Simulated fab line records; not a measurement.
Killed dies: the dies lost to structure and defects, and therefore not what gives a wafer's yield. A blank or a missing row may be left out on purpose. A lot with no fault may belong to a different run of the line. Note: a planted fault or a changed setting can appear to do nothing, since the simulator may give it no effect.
fab line records | flow n5_finfet
record lots=7 | wafers=39
route steps=1938 shown FIN_SAQP@125 SPACER0@259 ILD0@343 MOL_CONTACT_COAG@559 BEOL_M1@753 BEOL_M5@1112
start_h: start of the lot's first displayed wafer, in hours after the record's first day | wait_h: hours since the lot's step before | " as in the row above | L1.1+2: a single row standing in for several wafers | - value missing, or start not given | * or withheld: withheld | < > ~ a bound
route shown NAME@n: names a module that has steps shown in the file, with the first one's number in the route | usual: mean and standard deviation over wafers with no fault | same: alike in all rows | chamber/n: place in a boat | sites: each site's reading | _std_site: standard deviation across them | _edge_site: inner sites' mean taken away from outer sites' mean | radius_mm: how far each site lies from the wafer's centre | mask NAME#n: copy n | behind: tool/chamber where the wafer was last shaped | hold: the reason the lot was held/the length of the hold in hours/how it ended | device: transistor that didn't switch, given as n, p or np | end of line: the route-end tests of the same wafers | step lacking rows: just its recipe | killed: at the first sort, the dies lost to defects and structure; wafer yield is something else | map: shows each die of a wafer: x if killed, . if not, _ if none is there
set.NAME: the setting as run; set.NAME@STEP: as run at that earlier step | model.NAME: the simulator's own value behind a step, which no gauge read
lots where settings were altered on purpose, with a table for each step and a row for each wafer
## steps
# step N5_FIN_SAQP_SPACER1_ALD_24
# recipe material=SiO2 | target_thk_a=203 | temp_c=300 | ald_precursor_family=BDEAS | ald_co_reactant=O2-plasma | pulse_time_s=1 | purge_time_s=2 | co_reactant_purge_time_s=2 | ald_cycles=218 | pressure_torr=2
lot.wafer      | tool       | chamber   | start_h | wait_h | set.ald_cycles | model.SiO2_of_FIN_SAQP_SPACER1_ALD_24.thk_nm
L074.1+5       | ald_sin-04 | 1,0       | 22.17   | 0.3    | 218            | 20.4
L074.3         | "          | 2         | "       | "      | 218            | 20.2
L082.1+6       | ald_sin-02 | 1         | 70.77   | 0.3    | 318            | 29.6
L082.2         | "          | 0         | "       | "      | 218            | 20.4
L082.3+5       | "          | 2         | "       | "      | 218            | 20
L082.4         | "          | 3         | "       | "      | 318            | 29.4
L085.1+3+4+5+6 | ald_sin-03 | 2,3,0,0,1 | 90.30   | 1.4    | 218            | 20.2
L085.2         | "          | 1         | "       | "      | 218            | 20.4
L089.1+4+5     | ald_sin-04 | 0,3,1     | 112.84  | 0.5    | 218            | 20.4
L089.2+3+6     | "          | 1,2,2     | "       | "      | 218            | 20.2
L093.1+3       | ald_sin-04 | 0,2       | 137.53  | 0.7    | 123            | 11.4
L093.2         | "          | 1         | "       | "      | 218            | 20.4
L093.4+6       | "          | 0,1       | "       | "      | 218            | 20.2
L093.5         | "          | 2         | "       | "      | 123            | 11.6
L096.1+4+5     | ald_sin-04 | 1,2,3     | 154.37  | 0.3    | 122            | 11.4
L096.2+6       | "          | 0,2       | "       | "      | 218            | 20.2
L096.3         | "          | 3         | "       | "      | 218            | 20.4
L097.1         | ald_sin-03 | 1         | 161.49  | 0.4    | 218            | 20.4
L097.2+3+5     | "          | 3,2,2     | "       | "      | 291            | 27
L097.4         | "          | 1         | "       | "      | 218            | 20.2
L097.6         | "          | 3         | "       | "      | 218            | 20
# step N5_FIN_SAQP_SPACER1_ETCHBACK_25
# recipe chemistry=CHF3/O2 | mode=anisotropic_etchback | target=SiO2 | target_depth_a=244 | time_s=12.2 | pressure_mtorr=30 | source_w=650 | bias_w=170 | Ar_flow_sccm=200 | CHF3_flow_sccm=50 | O2_flow_sccm=5 | ion_energy_ev=200
# step N5_FIN_SAQP_MANDREL1_REMOVE_56
# recipe chemistry=HBr/Cl2/O2 | bt_time_s=10 | target=a-Si | stop_on=SiNx | endpoint=OES-SiCl | over_etch_frac=1 | icp_w=600 | bias_w=22 | HBr_flow_sccm=150 | Cl2_flow_sccm=80 | O2_flow_sccm=5 | pressure_mtorr=10
lot.wafer      | tool      | chamber   | start_h | wait_h | set.ald_cycles@FIN_SAQP_SPACER1_ALD_24 | model.FIN_SAQP.cd_nm
L074.1+5       | rie_si-06 | 0,2       | 22.97   | 0.1    | 218                                    | 20.4
L074.3         | "         | 1         | "       | "      | 218                                    | 20.2
L082.1+6       | rie_si-01 | 2         | 71.57   | 0.1    | 318                                    | 29.6
L082.2         | "         | 1         | "       | "      | 218                                    | 20.4
L082.3+5       | "         | 3,1       | "       | "      | 218                                    | 20
L082.4         | "         | 0         | "       | "      | 318                                    | 29.4
L085.1+2+3+5+6 | rie_si-03 | 2,1,3,0,3 | 91.12   | 0.1    | 218                                    | 20.2
L085.4         | "         | 0         | "       | "      | 218                                    | 20.4
L089.1+3+4+5   | rie_si-03 | 0,0,3,3   | 113.64  | 0.1    | 218                                    | 20.4
L089.2+6       | "         | 3,0       | "       | "      | 218                                    | 20.2
L093.1+3       | rie_si-01 | 2,0       | 138.33  | 0.1    | 123                                    | 11.4
L093.2+4+6     | "         | 1,3,2     | "       | "      | 218                                    | 20.2
L093.5         | "         | 1         | "       | "      | 123                                    | 11.6
L096.1+4       | rie_si-06 | 3,0       | 155.17  | 0.1    | 122                                    | 11.4
L096.2+6       | "         | 1,2       | "       | "      | 218                                    | 20.2
L096.3         | "         | 2         | "       | "      | 218                                    | 20.4
L096.5         | "         | 3         | "       | "      | 122                                    | 11.6
L097.1         | rie_si-06 | 3         | 162.30  | 0.1    | 218                                    | 20.4
L097.2         | "         | 0         | "       | "      | 291                                    | 26.8
L097.3+5       | "         | 1         | "       | "      | 291                                    | 27
L097.4         | "         | 0         | "       | "      | 218                                    | 20.2
L097.6         | "         | 3         | "       | "      | 218                                    | 20
# step N5_FIN_SAQP_CD_MEAS_27
# recipe target_cd_nm=20 | landing_energy_ev=1000 | detector=se_inlens | polarity=line
# usual cd_nm=20.33/0.23
lot.wafer | tool      | chamber | start_h | wait_h | set.ald_cycles@FIN_SAQP_SPACER1_ALD_24 | cd_nm
L074.1    | cd_sem-01 | 0       | 23.08   | 0.1    | 218                                    | 20.29
L074.3    | "         | 0       | "       | "      | 218                                    | 20.44
L074.5    | "         | 0       | "       | "      | 218                                    | 20.76
L082.1    | cd_sem-02 | 0       | 71.68   | 0.1    | 318                                    | 29.38
L082.2    | "         | 0       | "       | "      | 218                                    | 20.22
L082.3    | "         | 0       | "       | "      | 218                                    | 19.93
L082.4    | "         | 0       | "       | "      | 318                                    | 29.55
L082.5    | "         | 0       | "       | "      | 218                                    | 19.78
L082.6    | "         | 0       | "       | "      | 318                                    | 29.64
L085.1    | cd_sem-01 | 0       | 91.23   | 0.1    | 218                                    | 20.32
L085.2    | "         | 0       | "       | "      | 218                                    | 20.12
L085.3    | "         | 0       | "       | "      | 218                                    | 20.03
L085.4    | "         | 0       | "       | "      | 218                                    | 20.44
L085.5    | "         | 0       | "       | "      | 218                                    | 20.19
L085.6    | "         | 0       | "       | "      | 218                                    | 20.16
L089.1    | cd_sem-01 | 0       | 113.79  | 0.1    | 218                                    | 20.48
L089.2    | "         | 0       | "       | "      | 218                                    | 20.59
L089.3    | "         | 0       | "       | "      | 218                                    | 20.69
L089.4    | "         | 0       | "       | "      | 218                                    | 20.67
L089.5    | "         | 0       | "       | "      | 218                                    | 20.08
L089.6    | "         | 0       | "       | "      | 218                                    | 20.43
L093.1    | cd_sem-03 | 0       | 138.44  | 0.1    | 123                                    | 11.41
L093.2    | "         | 0       | "       | "      | 218                                    | 20.51
L093.3    | "         | 0       | "       | "      | 123                                    | 11.11
L093.4    | "         | 0       | "       | "      | 218                                    | 20.14
L093.5    | "         | 0       | "       | "      | 123                                    | 11.41
L093.6    | "         | 0       | "       | "      | 218                                    | 20.51
L096.1    | cd_sem-01 | 0       | 155.28  | 0.1    | 122                                    | 11.48
L096.2    | "         | 0       | "       | "      | 218                                    | 20.09
L096.3    | "         | 0       | "       | "      | 218                                    | 20.99
L096.4    | "         | 0       | "       | "      | 122                                    | 11.29
L096.5    | "         | 0       | "       | "      | 122                                    | 11.44
L096.6    | "         | 0       | "       | "      | 218                                    | 20.61
L097.1    | cd_sem-01 | 0       | 162.42  | 0.1    | 218                                    | 20.31
L097.2    | "         | 0       | "       | "      | 291                                    | 26.79
L097.3    | "         | 0       | "       | "      | 291                                    | 26.84
L097.4    | "         | 0       | "       | "      | 218                                    | 20.05
L097.5    | "         | 0       | "       | "      | 291                                    | 27.08
L097.6    | "         | 0       | "       | "      | 218                                    | 19.96
# step N5_SPACER0_ALD_00
# recipe material=SiOCN | target_thk_a=35 | temp_c=400 | ald_precursor_family=alkyl-aminosilane | ald_co_reactant=O2/N2-plasma | pulse_time_s=3 | purge_time_s=2 | co_reactant_purge_time_s=2 | ald_cycles=58 | pressure_torr=2
lot.wafer      | tool       | chamber   | start_h | wait_h | set.ald_cycles | model.SiOCN_of_SPACER0_ALD_00.thk_nm
L074.1+3+5     | ald_sin-02 | 2,0,3     | 47.92   | 0.1    | 58             | 3.4
L082.1+3+6     | ald_sin-03 | 1,2,0     | 94.62   | 0.1    | 89             | 5.4
L082.2+4+5     | "          | 3,0,1     | "       | "      | 58             | 3.6
L085.1+3+6     | ald_sin-02 | 0,2,0     | 116.80  | 0.1    | 58             | 3.6
L085.2+4+5     | "          | 3,1,1     | "       | "      | 91             | 5.4
L089.1+2+3+4+6 | ald_sin-03 | 0,1,2,3,2 | 137.08  | 0.1    | 58             | 3.6
L089.5         | "          | 1         | "       | "      | 58             | 3.4
L093.1+4+6     | ald_sin-01 | 2,0,1     | 162.04  | 0.1    | 34             | 2
L093.2+3       | "          | 1,3       | "       | "      | 58             | 3.6
L093.5         | "          | 2         | "       | "      | 58             | 3.4
L096.1+2+4     | ald_sin-01 | 2,1,3     | 180.31  | 0.1    | 77             | 4.6
L096.3+5+6     | "          | 0,0,3     | "       | "      | 58             | 3.4
L097.1+3+4     | ald_sin-01 | 3,0,1     | 186.69  | 0.1    | 42             | 2.6
L097.2         | "          | 2         | "       | "      | 58             | 3.4
L097.5+6       | "          | 0,1       | "       | "      | 58             | 3.6
# step N5_ILD0_ALD_15
# recipe material=SiNx | target_thk_a=240 | temp_c=400 | ald_precursor_family=SiH2I2 | ald_co_reactant=N2/H2-plasma | pulse_time_s=1 | ald_cycles=480 | purge_time_s=2 | co_reactant_purge_time_s=2 | pressure_torr=2
lot.wafer    | tool       | chamber | start_h | wait_h | set.ald_cycles | model.SiNx_of_ILD0_ALD_15.thk_nm
L074.1       | ald_sin-04 | 3       | 61.25   | 0.6    | 480            | 23.8
L074.3+5     | "          | 2,3     | "       | "      | 480            | 24
L082.1       | ald_sin-01 | 1       | 108.27  | 0.6    | 480            | 23.8
L082.2       | "          | 3       | "       | "      | 616            | 30.8
L082.3+6     | "          | 2,1     | "       | "      | 616            | 30.6
L082.4       | "          | 0       | "       | "      | 480            | 24.2
L082.5       | "          | 0       | 109.36  | 1.2    | 480            | 24
L085.1+4+5   | ald_sin-04 | 2,0,2   | 130.79  | 0.6    | 480            | 24
L085.2+3+6   | "          | 1,0,1   | "       | "      | 668            | 33.4
L089.1+2+5   | ald_sin-03 | 0,1,3   | 151.34  | 0.8    | 608            | 30.4
L089.3+4     | "          | 2,3     | "       | "      | 480            | 23.8
L089.6       | "          | 2       | 152.42  | 1.4    | 480            | 24
L093.1+2+4+5 | ald_sin-03 | 2,1,2,1 | 176.05  | 0.6    | 480            | 24
L093.3+6     | "          | 3       | "       | "      | 480            | 23.8
L096.1+3+6   | ald_sin-04 | 3,2,2   | 194.57  | 0.7    | 689            | 34.4
L096.2+4+5   | "          | 0,1,3   | "       | "      | 480            | 24
L097.1+4     | ald_sin-01 | 3,2     | 201.25  | 0.6    | 480            | 24
L097.2       | "          | 1       | "       | "      | 480            | 23.8
L097.3+6     | "          | 0,3     | "       | "      | 605            | 30.2
L097.5       | "          | 2       | 202.33  | 1.2    | 605            | 30
# step N5_ILD0_CMP_12
# recipe stop_on=poly-Si | material=SiNx | t_overpolish_s=6 | post_cmp_clean=alkaline_brush | down_force_psi=2.5 | platen_rpm=51.8 | pad_velocity_m_s=1.0307 | target_thk_nm=17.67
# usual time_to_endpoint_s=28.7/2.4
lot.wafer | tool   | chamber | start_h | wait_h | set.ald_cycles@ILD0_ALD_15 | time_to_endpoint_s
L074.3    | cmp-01 | 3       | 63.45   | 1.1    | 480                        | 28.8
L074.1    | "      | 0       | "       | "      | 480                        | 28.6
L074.5    | "      | 0       | "       | "      | 480                        | 28.7
L082.1    | cmp-03 | 2       | 110.47  | 1.1    | 480                        | 27.7
L082.2    | "      | 3       | "       | "      | 616                        | 37.0
L082.3    | "      | 0       | "       | "      | 616                        | 39.0
L082.4    | "      | 1       | "       | "      | 480                        | 32.0
L082.6    | "      | 2       | "       | "      | 616                        | 38.7
L082.5    | "      | 3       | "       | "      | 480                        | 31.8
L085.2    | cmp-03 | 1       | 132.99  | 1.1    | 668                        | 44.6
L085.4    | "      | 2       | "       | "      | 480                        | 29.7
L085.3    | "      | 3       | "       | "      | 668                        | 42.7
L085.1    | "      | 0       | "       | "      | 480                        | 31.8
L085.5    | "      | 1       | "       | "      | 480                        | 34.8
L085.6    | "      | 2       | "       | "      | 668                        | 42.5
L089.2    | cmp-01 | 2       | 153.54  | 1.1    | 608                        | 29.1
L089.1    | "      | 3       | "       | "      | 608                        | 37.2
L089.3    | "      | 0       | "       | "      | 480                        | 29.0
L089.4    | "      | 1       | "       | "      | 480                        | 23.5
L089.5    | "      | 2       | "       | "      | 608                        | 32.7
L089.6    | "      | 3       | "       | "      | 480                        | 30.9
L093.4    | cmp-03 | 1       | 178.25  | 0.0    | 480                        | 28.2
L093.3    | "      | 2       | "       | "      | 480                        | 27.0
L093.1    | "      | 3       | "       | "      | 480                        | 26.7
L093.2    | "      | 0       | "       | "      | 480                        | 26.6
L093.5    | "      | 1       | "       | "      | 480                        | 28.6
L093.6    | "      | 2       | "       | "      | 480                        | 25.4
L096.3    | cmp-01 | 3       | 196.77  | 1.1    | 689                        | 40.2
L096.1    | "      | 0       | "       | "      | 689                        | 43.1
L096.4    | "      | 1       | "       | "      | 480                        | 26.7
L096.2    | "      | 2       | "       | "      | 480                        | 27.2
L096.5    | "      | 3       | "       | "      | 480                        | 28.9
L096.6    | "      | 0       | "       | "      | 689                        | 45.0
L097.4    | cmp-01 | 1       | 203.45  | 1.1    | 480                        | 26.4
L097.3    | "      | 2       | "       | "      | 605                        | 32.7
L097.2    | "      | 3       | "       | "      | 480                        | 28.9
L097.1    | "      | 0       | "       | "      | 480                        | 31.7
L097.6    | "      | 1       | "       | "      | 605                        | 34.5
L097.5    | "      | 2       | "       | "      | 605                        | 31.5
# step N5_MOL_CONTACT_COAG_ALD_27
# recipe material=SiOC | target_thk_a=170 | temp_c=400 | ald_precursor_family=carbosiloxane | ald_co_reactant=H2-plasma | pulse_time_s=1.5 | time_s=2720 | purge_time_s=2 | co_reactant_purge_time_s=2 | ald_cycles=340 | pressure_torr=2
lot.wafer  | tool       | chamber | start_h | wait_h | set.ald_cycles | model.SiOC_of_MOL_CONTACT_COAG_ALD_27.thk_nm
L074.1+3+5 | ald_sin-04 | 2,3,3   | 91.68   | 0.0    | 340            | 17
L082.1+2   | ald_sin-02 | 1,2     | 138.78  | 0.0    | 340            | 17
L082.3+4+6 | "          | 0,3,3   | "       | "      | 270            | 13.4
L082.5     | "          | 0       | "       | "      | 340            | 16.8
L085.1+4   | ald_sin-03 | 2       | 164.41  | 0.0    | 278            | 13.8
L085.2+5   | "          | 3       | "       | "      | 340            | 17
L085.3     | "          | 1       | "       | "      | 278            | 14
L085.6     | "          | 1       | "       | "      | 340            | 16.8
L089.1+6   | ald_sin-04 | 2       | 184.30  | 0.0    | 340            | 17
L089.2+3+5 | "          | 3,1,1   | "       | "      | 204            | 10.2
L089.4     | "          | 0       | "       | "      | 340            | 17.2
L093.1+3+6 | ald_sin-03 | 2,0,0   | 208.13  | 0.1    | 340            | 16.8
L093.2+4+5 | "          | 3,1,1   | "       | "      | 340            | 17
L096.1+5+6 | ald_sin-02 | 3,3,0   | 226.41  | 0.0    | 340            | 17
L096.2     | "          | 2       | "       | "      | 494            | 24.8
L096.3+4   | "          | 0,1     | "       | "      | 494            | 24.6
L097.1+5+6 | ald_sin-02 | 2,0,1   | 232.55  | 0.0    | 340            | 17
L097.2+3+4 | "          | 3,0,1   | "       | "      | 471            | 23.4
# step N5_BEOL_M1_PECVD_72
# recipe material=SiO2 | target_thk_a=160 | temp_c=400 | precursor=TEOS/O2 | pressure_torr=5.5 | rf_w=450 | teos_flow_sccm=53.8 | gas=O2 | flow_sccm=3000 | time_s=18
lot.wafer      | tool     | chamber   | start_h | wait_h | set.time_s | model.SiO2_of_BEOL_M1_PECVD_72.thk_nm
L074.1+3       | pecvd-01 | 1,0       | 130.63  | 0.0    | 18         | 15.8
L074.5         | "        | 1         | "       | "      | 18         | 16
L082.1         | pecvd-04 | 2         | 163.47  | 0.0    | 18         | 16
L082.2         | "        | 1         | "       | "      | 18         | 15.4
L082.3+5       | "        | 1         | "       | "      | 18         | 15.6
L082.4+6       | "        | 2         | "       | "      | 18         | 16.2
L085.1+3       | pecvd-03 | 1,0       | 191.69  | 0.0    | 18         | 16.2
L085.2         | "        | 2         | "       | "      | 18         | 15.8
L085.4         | "        | 2         | "       | "      | 18         | 16
L085.5+6       | "        | 0,1       | "       | "      | 18         | 16.4
L089.1         | pecvd-04 | 0         | 207.04  | 0.0    | 18         | 16.4
L089.2         | "        | 1         | "       | "      | 13.13      | 11.4
L089.3         | "        | 1         | "       | "      | 18         | 15.6
L089.4+5       | "        | 0         | "       | "      | 13.13      | 12.4
L089.6         | "        | 1         | "       | "      | 18         | 15.8
L093.1+5       | pecvd-01 | 2         | 232.28  | 0.0    | 18         | 16.2
L093.2         | "        | 1         | "       | "      | 18         | 15.8
L093.3+6       | "        | 0         | "       | "      | 11.09      | 10
L093.4         | "        | 1         | "       | "      | 11.09      | 9.8
L096.1+2+4+5+6 | pecvd-03 | 2,0,1,2,0 | 249.79  | 0.0    | 18         | 16.2
L096.3         | "        | 1         | "       | "      | 18         | 15.8
L097.1         | pecvd-03 | 0         | 258.06  | 0.0    | 18         | 16.2
L097.2         | "        | 2         | "       | "      | 18         | 16
L097.3+6       | "        | 1,0       | "       | "      | 10.04      | 9.4
L097.4         | "        | 1         | "       | "      | 10.04      | 9.2
L097.5         | "        | 2         | "       | "      | 18         | 16.4
# step N5_BEOL_M5_ILD_DEP_00
# recipe material=SiCOH_lowk | target_thk_a=1406.4 | temp_c=300 | precursor=DEMS/porogen | pressure_torr=5 | rf_w=500 | time_s=25.9
lot.wafer | tool     | chamber | start_h | wait_h | set.target_thk_a | model.SiCOH_lowk_of_BEOL_M5_ILD_DEP_00.thk_nm
L074.1    | pecvd-01 | 2       | 237.94  | 0.8    | 1406.4           | 144.4
L074.3    | "        | 1       | "       | "      | 1406.4           | 145
L074.5    | "        | 0       | "       | "      | 1406.4           | 141
L082.1    | pecvd-01 | 0       | 287.51  | 0.8    | 2104             | 206.4
L082.2    | "        | 2       | "       | "      | 1406.4           | 139.4
L082.3    | "        | 1       | "       | "      | 2104             | 209
L082.4    | "        | 1       | "       | "      | 1406.4           | 139.8
L082.5    | "        | 2       | "       | "      | 2104             | 212.8
L082.6    | "        | 0       | "       | "      | 1406.4           | 140.2
L085.1    | pecvd-04 | 0       | 318.37  | 0.8    | 1406.4           | 140.8
L085.2    | "        | 1       | "       | "      | 1681             | 169
L085.3    | "        | 2       | "       | "      | 1681             | 167
L085.4    | "        | 1       | "       | "      | 1681             | 169.6
L085.5    | "        | 2       | "       | "      | 1406.4           | 141.4
L085.6    | "        | 0       | "       | "      | 1406.4           | 144
L089.1    | pecvd-04 | 2       | 345.67  | 0.8    | 1649             | 164.6
L089.2    | "        | 0       | "       | "      | 1406.4           | 140.8
L089.3+4  | "        | 0,2     | "       | "      | 1649             | 167.2
L089.5    | "        | 2       | "       | "      | 1406.4           | 142.8
L089.6    | "        | 0       | "       | "      | 1406.4           | 144.4
L096.1    | pecvd-01 | 0       | 365.40  | 0.8    | 1406.4           | 138.8
L096.2    | "        | 2       | "       | "      | 722.6            | 73.4
L096.3    | "        | 1       | "       | "      | 722.6            | 70.6
L096.4    | "        | 0       | "       | "      | 1406.4           | 142
L096.5    | "        | 2       | "       | "      | 1406.4           | 142.2
L096.6    | "        | 1       | "       | "      | 722.6            | 74.2
L093.1    | pecvd-03 | 0       | 389.29  | 0.8    | 1406.4           | 139.2
L093.2    | "        | 2       | "       | "      | 1406.4           | 138.6
L093.3    | "        | 1       | "       | "      | 1406.4           | 139.4
L093.4    | "        | 0       | "       | "      | 1406.4           | 140.8
L093.5    | "        | 1       | "       | "      | 1406.4           | 141
L093.6    | "        | 2       | "       | "      | 1406.4           | 142.4
L097.1    | pecvd-04 | 2       | 394.75  | 0.8    | 1406.4           | 138.6
L097.2    | "        | 1       | "       | "      | 1406.4           | 139.2
L097.3    | "        | 0       | "       | "      | 1774             | 179.2
L097.4    | "        | 0       | "       | "      | 1774             | 181.8
L097.5    | "        | 1       | "       | "      | 1774             | 179.6
L097.6    | "        | 2       | "       | "      | 1406.4           | 141.8
# step N5_BEOL_M5_CURE_79
# recipe temp_c=385 | time_s=240 | ambient=He/Ar | material=SiCOH_lowk
lot.wafer | tool       | chamber | start_h | wait_h | set.target_thk_a@BEOL_M5_ILD_DEP_00 | model.SiCOH_lowk_of_BEOL_M5_ILD_DEP_00.thk_nm
L074.1    | uv_cure-03 | 2       | 238.00  | 0.0    | 1406.4                              | 124.2
L074.3    | "          | 2       | "       | "      | 1406.4                              | 124.8
L074.5    | "          | 2       | "       | "      | 1406.4                              | 121.4
L082.1    | uv_cure-03 | 0       | 287.57  | 0.0    | 2104                                | 178.4
L082.2    | "          | 0       | "       | "      | 1406.4                              | 120
L082.3    | "          | 0       | "       | "      | 2104                                | 180.4
L082.4    | "          | 0       | "       | "      | 1406.4                              | 120.2
L082.5    | "          | 0       | "       | "      | 2104                                | 183.8
L082.6    | "          | 0       | "       | "      | 1406.4                              | 120.6
L085.1    | uv_cure-02 | 0       | 318.51  | 0.1    | 1406.4                              | 121
L085.2    | "          | 0       | "       | "      | 1681                                | 145.6
L085.3    | "          | 0       | "       | "      | 1681                                | 143.8
L085.4    | "          | 0       | "       | "      | 1681                                | 146
L085.5    | "          | 0       | "       | "      | 1406.4                              | 121.8
L085.6    | "          | 0       | "       | "      | 1406.4                              | 124
L089.1    | uv_cure-02 | 0       | 353.68  | 8.0    | 1649                                | 141.8
L089.2    | "          | 0       | "       | "      | 1406.4                              | 121.2
L089.3    | "          | 0       | "       | "      | 1649                                | 144
L089.4    | "          | 0       | "       | "      | 1649                                | 144.2
L089.5    | "          | 0       | "       | "      | 1406.4                              | 123
L089.6    | "          | 0       | "       | "      | 1406.4                              | 124.2
L096.1    | uv_cure-02 | 0       | 367.24  | 1.8    | 1406.4                              | 119.4
L096.2    | "          | 0       | "       | "      | 722.6                               | 62.8
L096.3    | "          | 0       | "       | "      | 722.6                               | 60.4
L096.4    | "          | 0       | "       | "      | 1406.4                              | 122.2
L096.5    | "          | 0       | "       | "      | 1406.4                              | 122.4
L096.6    | "          | 0       | "       | "      | 722.6                               | 63.6
L093.1    | uv_cure-03 | 2       | 389.49  | 0.2    | 1406.4                              | 119.6
L093.2    | "          | 2       | "       | "      | 1406.4                              | 119.2
L093.3    | "          | 2       | "       | "      | 1406.4                              | 119.8
L093.4    | "          | 2       | "       | "      | 1406.4                              | 121.2
L093.5    | "          | 2       | "       | "      | 1406.4                              | 121.4
L093.6    | "          | 2       | "       | "      | 1406.4                              | 122.6
L097.1    | uv_cure-02 | 2       | 394.86  | 0.1    | 1406.4                              | 119.2
L097.2    | "          | 2       | "       | "      | 1406.4                              | 119.8
L097.3    | "          | 2       | "       | "      | 1774                                | 154.4
L097.4    | "          | 2       | "       | "      | 1774                                | 156.8
L097.5    | "          | 2       | "       | "      | 1774                                | 154.8
L097.6    | "          | 2       | "       | "      | 1406.4                              | 122
# step N5_BEOL_M5_THK_MEAS_01
# recipe reads=SiCOH_lowk_of_BEOL_M5_ILD_DEP_00
# usual M5_ILD_THK=121.6/1.7
lot.wafer | tool          | chamber | start_h | wait_h | set.target_thk_a@BEOL_M5_ILD_DEP_00 | M5_ILD_THK[nm]
L074.1    | film_metro-01 | -       | 239.01  | 0.8    | 1406.4                              | 124.3
L074.3    | "             | -       | "       | "      | 1406.4                              | 124.8
L074.5    | "             | -       | "       | "      | 1406.4                              | 121.3
L082.1    | film_metro-02 | -       | 288.09  | 0.4    | 2104                                | 178.3
L082.2    | "             | -       | "       | "      | 1406.4                              | 120.1
L082.3    | "             | -       | "       | "      | 2104                                | 180.5
L082.4    | "             | -       | "       | "      | 1406.4                              | 120.3
L082.5    | "             | -       | "       | "      | 2104                                | 183.9
L082.6    | "             | -       | "       | "      | 1406.4                              | 120.7
L085.1    | film_metro-02 | -       | 319.02  | 0.4    | 1406.4                              | 121.0
L085.2    | "             | -       | "       | "      | 1681                                | 145.7
L085.3    | "             | -       | "       | "      | 1681                                | 143.9
L085.4    | "             | -       | "       | "      | 1681                                | 146.1
L085.5    | "             | -       | "       | "      | 1406.4                              | 121.7
L085.6    | "             | -       | "       | "      | 1406.4                              | 124.0
L089.1    | film_metro-01 | -       | 354.67  | 0.8    | 1649                                | 141.8
L089.2    | "             | -       | "       | "      | 1406.4                              | 121.2
L089.3    | "             | -       | "       | "      | 1649                                | 144.0
L089.4    | "             | -       | "       | "      | 1649                                | 144.0
L089.5    | "             | -       | "       | "      | 1406.4                              | 122.9
L089.6    | "             | -       | "       | "      | 1406.4                              | 124.2
L096.1    | film_metro-01 | -       | 367.75  | 0.4    | 1406.4                              | 119.5
L096.2    | "             | -       | "       | "      | 722.6                               | 62.8
L096.3    | "             | -       | "       | "      | 722.6                               | 60.5
L096.4    | "             | -       | "       | "      | 1406.4                              | 122.0
L096.5    | "             | -       | "       | "      | 1406.4                              | 122.4
L096.6    | "             | -       | "       | "      | 722.6                               | 63.6
L093.1    | film_metro-01 | -       | 390.01  | 0.4    | 1406.4                              | 119.8
L093.2    | "             | -       | "       | "      | 1406.4                              | 119.3
L093.3    | "             | -       | "       | "      | 1406.4                              | 119.8
L093.4    | "             | -       | "       | "      | 1406.4                              | 121.1
L093.5    | "             | -       | "       | "      | 1406.4                              | 121.4
L093.6    | "             | -       | "       | "      | 1406.4                              | 122.5
L097.1    | film_metro-02 | -       | 395.37  | 0.4    | 1406.4                              | 119.4
L097.2    | "             | -       | "       | "      | 1406.4                              | 119.9
L097.3    | "             | -       | "       | "      | 1774                                | 154.5
L097.4    | "             | -       | "       | "      | 1774                                | 156.9
L097.5    | "             | -       | "       | "      | 1774                                | 154.8
L097.6    | "             | -       | "       | "      | 1406.4                              | 122.0
## key
split step=N5_FIN_SAQP_SPACER1_ALD_24 | setting=ald_cycles | stated=218 | by=wafer
response step=N5_FIN_SAQP_SPACER1_ALD_24 | reading=model.SiO2_of_FIN_SAQP_SPACER1_ALD_24.thk_nm | change=+0.203 | per=1% | r=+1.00
response step=N5_FIN_SAQP_MANDREL1_REMOVE_56 | reading=model.FIN_SAQP.cd_nm | change=+0.202 | per=1% | r=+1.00
response step=N5_FIN_SAQP_CD_MEAS_27 | reading=cd_nm | change=+0.207 | per=1% | r=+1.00
split step=N5_SPACER0_ALD_00 | setting=ald_cycles | stated=58 | by=wafer
response step=N5_SPACER0_ALD_00 | reading=model.SiOCN_of_SPACER0_ALD_00.thk_nm | change=+0.0339 | per=1% | r=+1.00
split step=N5_ILD0_ALD_15 | setting=ald_cycles | stated=480 | by=wafer
response step=N5_ILD0_ALD_15 | reading=model.SiNx_of_ILD0_ALD_15.thk_nm | change=+0.239 | per=1% | r=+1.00
response step=N5_ILD0_CMP_12 | reading=time_to_endpoint_s | change=* | per=1% | r=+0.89
split step=N5_MOL_CONTACT_COAG_ALD_27 | setting=ald_cycles | stated=340 | by=wafer
response step=N5_MOL_CONTACT_COAG_ALD_27 | reading=model.SiOC_of_MOL_CONTACT_COAG_ALD_27.thk_nm | change=+0.169 | per=1% | r=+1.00
split step=N5_BEOL_M1_PECVD_72 | setting=time_s | stated=18 | by=wafer
response step=N5_BEOL_M1_PECVD_72 | reading=model.SiO2_of_BEOL_M1_PECVD_72.thk_nm | change=+0.155 | per=1% | r=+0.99
split step=N5_BEOL_M5_ILD_DEP_00 | setting=target_thk_a | stated=1406.4 | by=wafer
response step=N5_BEOL_M5_ILD_DEP_00 | reading=model.SiCOH_lowk_of_BEOL_M5_ILD_DEP_00.thk_nm | change=+1.41 | per=1% | r=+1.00
response step=N5_BEOL_M5_CURE_79 | reading=model.SiCOH_lowk_of_BEOL_M5_ILD_DEP_00.thk_nm | change=+1.23 | per=1% | r=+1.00
response step=N5_BEOL_M5_THK_MEAS_01 | reading=M5_ILD_THK | change=+1.23 | per=1% | r=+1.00
